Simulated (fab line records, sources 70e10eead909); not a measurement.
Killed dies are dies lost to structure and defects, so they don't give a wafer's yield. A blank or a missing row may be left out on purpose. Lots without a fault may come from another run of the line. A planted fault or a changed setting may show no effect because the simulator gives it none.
Problem report in the 8D (eight disciplines) form, filled by code | flow nand_harc | the parts of the form that need people (team, actions taken, sign-off) are left out

1. THE PROBLEM
oes_product_au at NHARC_A_STAIRCASE_TRIM_191 reads a mean of 0.743 a.u. on 4 wafers of 2 lots; wafers without a fault read 1.002 a.u. with a standard deviation of 0.0073. That is -35 standard deviations from the usual mean.
The step: chemistry O2, time 211.2 s.
First seen on wafer L902.1, day 18 22:05, on rie_diel-06. The record holds 42 wafers of 14 lots with a number at this step. Rule for "out", or "out of limits": more than 4 standard deviations from the usual mean. The other wafers with a number count as sound.

2. WHAT IT IS AND WHAT IT IS NOT
question                    | is                             | is not
which readings at this step | oes_product_au                 | drypump_motor_current_A, rf_vpp_V, showerhead_plenum_p_Torr, throttle_valve_pct
which lots                  | L902, L903                     | L896, L897, L898, L900, L909, L910, L911, L912, L913, L915, L917, L918
which wafers of those lots  | L902.1, L902.6, L903.1, L903.4 | L902.5, L903.5
read on which tools         | rie_diel-06                    | rie_diel-04, rie_diel-07
when                        | from day 18 22:05              | up to then (13 sound wafers); but 25 sound wafers of L903, L909, L910, L911, L912, L913, L915, L917, L918 came after

3. SUSPECTS, AND WHAT RULES EACH OUT
Counting: a tool at a process step up to the reading stays a suspect if it ran every lot that is out. Sound lots after the first of them don't rule it out here, since some wafers of a struck lot are sound.
- rie_diel-06 at NHARC_A_STAIRCASE_TRIM_191 (chemistry O2, time 211.2 s): kept. It ran every lot that is out, first L902 (day 18 22:05); its last sound lot up to then is L897 (day 16 10:19). Its own readings are out on those wafers: oes_product_au.
Left after counting: rie_diel-06 at NHARC_A_STAIRCASE_TRIM_191.

4. THE CAUSE (what the simulator had put in)
Process parameter drift: rie_diel-06, from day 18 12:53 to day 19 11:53, at NHARC_A_STAIRCASE_TRIM_191. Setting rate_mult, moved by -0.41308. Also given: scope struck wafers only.
Counting left only this tool.

5. THE CHAIN OF EFFECTS, in route order
Each row: a reading whose mean over the struck wafers that have a number lies more than 3 standard deviations from the usual. Only readings for which the record gives a usual standard deviation are gone through. hours: the time from each lot's start at the first step in this table that gives one to its start at this step, as a median over the lots. sigmas: the change in usual standard deviations.
hours | step                       | reading        | usual      | on struck wafers | change | sigmas
0     | NHARC_A_STAIRCASE_TRIM_191 | oes_product_au | 1.002 a.u. | 0.743            | -0.259 | -35
The process steps in it:
- NHARC_A_STAIRCASE_TRIM_191: chemistry O2, time 211.2 s.

6. WHAT WOULD HAVE CAUGHT IT SOONER
In this record the first reading out of limits was taken at day 18 22:05, 9 hours after the fault began at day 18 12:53.
